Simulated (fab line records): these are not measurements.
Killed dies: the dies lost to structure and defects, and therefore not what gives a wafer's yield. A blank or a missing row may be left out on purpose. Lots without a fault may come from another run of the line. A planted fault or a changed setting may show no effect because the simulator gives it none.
Split-lot experiment    flow n5-finfet    on a route of 1938 steps: 7 lots, 39 wafers read

THE SPLIT ITSELF
At N5_BEOL_M9_TRENCH_ETCH_37 (etches SiCOH lowk in C4F6/O2, target depth 151.43 nm, time 49 s), the setting time-s was moved away from the recipe's 49 s on 15 of the 39 wafers read, by -51.1% to +43.0%. This setting was run at the recipe's value on the other wafers.

FROM THE SPLIT TO THE READING: what the file shows between them, 11 steps
- N5_BEOL_M9_ETCH_41: etches SiCN in CH3F/O2, target depth 36.6 nm, time 70.1 s
- N5_BEOL_M9_STRIP_80: strips in N2/H2, time 10 s
- N5_BEOL_M9_OCD_MEAS_38
- N5_BEOL_M9_HM_STRIP_39: strips TiN in peroxide tin strip, target depth 25 nm, time 158 s
- N5_BEOL_M9_SRD_40: time 30 s
- N5_BEOL_M9_ECD_50: material Cu, target thk 318 nm
- N5_BEOL_M9_ANNEAL_51: time 90 s
- N5_BEOL_M9_CMP_52: polishes, stops on SiCOH lowk, t overpolish 7 s, target thk 140 nm
- N5_BEOL_M9_THK_MEAS_53: measures by xrf
- N5_BEOL_M9_PRE_CLEAN_55: time 15 s
- N5_BEOL_M9_DEP_56: deposits SiCN from 3MS/NH3, target thk 15 nm, time 26.5 s

THE READING
M9_RS (ohm/sq), read at N5_BEOL_M9_RS_MEAS_57 with a four-point probe. A value of 0.1504 ohm/sq with a standard deviation of 0.0025 ohm/sq is what fault-free wafers of this fab line usually give.

wafer   tool, chamber at the split  time-s as run, s  against the recipe  M9_RS, ohm/sq  against lot-mates on the recipe
L081.1  rie-diel-06, 2              49                recipe              0.1541         -
L081.2  rie-diel-06, 3              58.97             +20.3%              0.1176         -0.0320
L081.3  rie-diel-06, 1              49                recipe              0.1462         -
L081.4  rie-diel-06, 0              58.97             +20.3%              0.1218         -0.0278
L081.5  rie-diel-06, 0              58.97             +20.3%              0.1231         -0.0265
L081.6  rie-diel-06, 1              49                recipe              0.1485         -
L083.2  rie-diel-05, 3              49                recipe              0.1476         -
L083.5  rie-diel-05, 2              49                recipe              0.1542         -
L083.6  rie-diel-05, 1              49                recipe              0.1475         -
L085.1  rie-diel-06, 3              26.75             -45.4%              0.3219         +0.1700
L085.2  rie-diel-06, 2              49                recipe              0.1532         -
L085.3  rie-diel-06, 0              49                recipe              0.1525         -
L085.4  rie-diel-06, 1              26.75             -45.4%              0.3271         +0.1752
L085.5  rie-diel-06, 3              49                recipe              0.1500         -
L085.6  rie-diel-06, 0              26.75             -45.4%              0.3253         +0.1734
L092.1  rie-diel-05, 2              49                recipe              0.1546         -
L092.2  rie-diel-05, 0              49                recipe              0.1510         -
L092.3  rie-diel-05, 3              23.94             -51.1%              0.3813         +0.2287
L092.4  rie-diel-05, 1              49                recipe              0.1522         -
L092.5  rie-diel-05, 1              23.94             -51.1%              0.3918         +0.2392
L092.6  rie-diel-05, 2              23.94             -51.1%              0.3933         +0.2407
L091.1  rie-diel-02, 0              64.08             +30.8%              0.1099         -0.0424
L091.2  rie-diel-02, 1              49                recipe              0.1526         -
L091.3  rie-diel-02, 3              49                recipe              0.1536         -
L091.4  rie-diel-02, 2              64.08             +30.8%              0.1130         -0.0393
L091.5  rie-diel-02, 1              64.08             +30.8%              0.1107         -0.0416
L091.6  rie-diel-02, 0              49                recipe              0.1508         -
L093.1  rie-diel-05, 3              49                recipe              0.1524         -
L093.2  rie-diel-05, 1              70.07             +43.0%              0.1003         -0.0518
L093.3  rie-diel-05, 0,1            70.07             +43.0%              0.1004         -0.0517
L093.4  rie-diel-05, 0              49                recipe              0.1515         -
L093.5  rie-diel-05, 3              49                recipe              0.1524         -
L093.6  rie-diel-05, 0,1            70.07             +43.0%              0.0993         -0.0528
L096.1  rie-diel-06, 0              49                recipe              0.1532         -
L096.2  rie-diel-06, 3              49                recipe              0.1493         -
L096.3  rie-diel-06, 1              49                recipe              0.1498         -
L096.4  rie-diel-06, 2              49                recipe              0.1539         -
L096.5  rie-diel-06, 1              49                recipe              0.1499         -
L096.6  rie-diel-06, 2              49                recipe              0.1524         -
The file does not say which wafer passed through which chamber wherever a row lists several chambers: such a row stands for several wafers.

FIT RESULTS
A straight line over all 39 wafers: M9_RS changes by -0.00305 ohm/sq for each +1% of time-s; r = -0.93; the points scatter about the line by 0.031 ohm/sq.
The same after taking each lot's own level away (the mean of its wafers on the recipe; 39 wafers): -0.00304 ohm/sq for each +1%; r = -0.93; scatter 0.031 ohm/sq.
According to that fit, moving time-s by its largest amount changes the reading by 0.16 ohm/sq.
Across the lots, their own levels run from 0.14960 to 0.15260 ohm/sq, a range of 1.2 times the standard deviation given above.
Hence the lot-to-lot level has little effect on the slope; both slopes agree.
Check: for one of the wafers moved furthest among these (-51.1%), held out of the fit, the line's prediction against its lot-mates is +0.169 ohm/sq. Against them it came out at +0.229 ohm/sq.

THE WHOLE CHAIN: every reading that the file lists as answering this split, in the file's order
step                       what it does                                                        reading                                                                           change (the file's fit)                 r (the file's)
N5_BEOL_M9_TRENCH_ETCH_37  etches SiCOH lowk in C4F6/O2, target depth 151.43 nm, time 49 s     etch.depth-nm (the simulator's own value, which no gauge read)                    +1.51 nm for each +1% of the setting    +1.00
N5_BEOL_M9_TRENCH_ETCH_37  etches SiCOH lowk in C4F6/O2, target depth 151.43 nm, time 49 s     BEOL_M9.feature-depth-nm (the simulator's own value, which no gauge read)         +1.51 nm for each +1% of the setting    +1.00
N5_BEOL_M9_TRENCH_ETCH_37  etches SiCOH lowk in C4F6/O2, target depth 151.43 nm, time 49 s     TiN_of_BEOL_M9_HM_DEP_02.thk-nm (the simulator's own value, which no gauge read)  -0.0404 nm for each +1% of the setting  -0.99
N5_BEOL_M9_OCD_MEAS_38                                                                         trench-depth-nm                                                                   +1.51 nm for each +1% of the setting    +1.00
N5_BEOL_M9_CMP_52          polishes, stops on SiCOH lowk, t overpolish 7 s, target thk 140 nm  Cu_of_BEOL_M9_ECD_50.thk-nm (the simulator's own value, which no gauge read)      +1.5 nm for each +1% of the setting     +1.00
N5_BEOL_M9_THK_MEAS_53     measures by xrf                                                     M9_THK                                                                            +1.51 for each +1% of the setting       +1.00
N5_BEOL_M9_RS_MEAS_57      measures by four-point-probe                                        M9_RS                                                                             -0.00305 for each +1% of the setting    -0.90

FILE'S OWN FIT
M9_RS changes by -0.00305 ohm/sq for each +1% of time-s, r = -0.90.
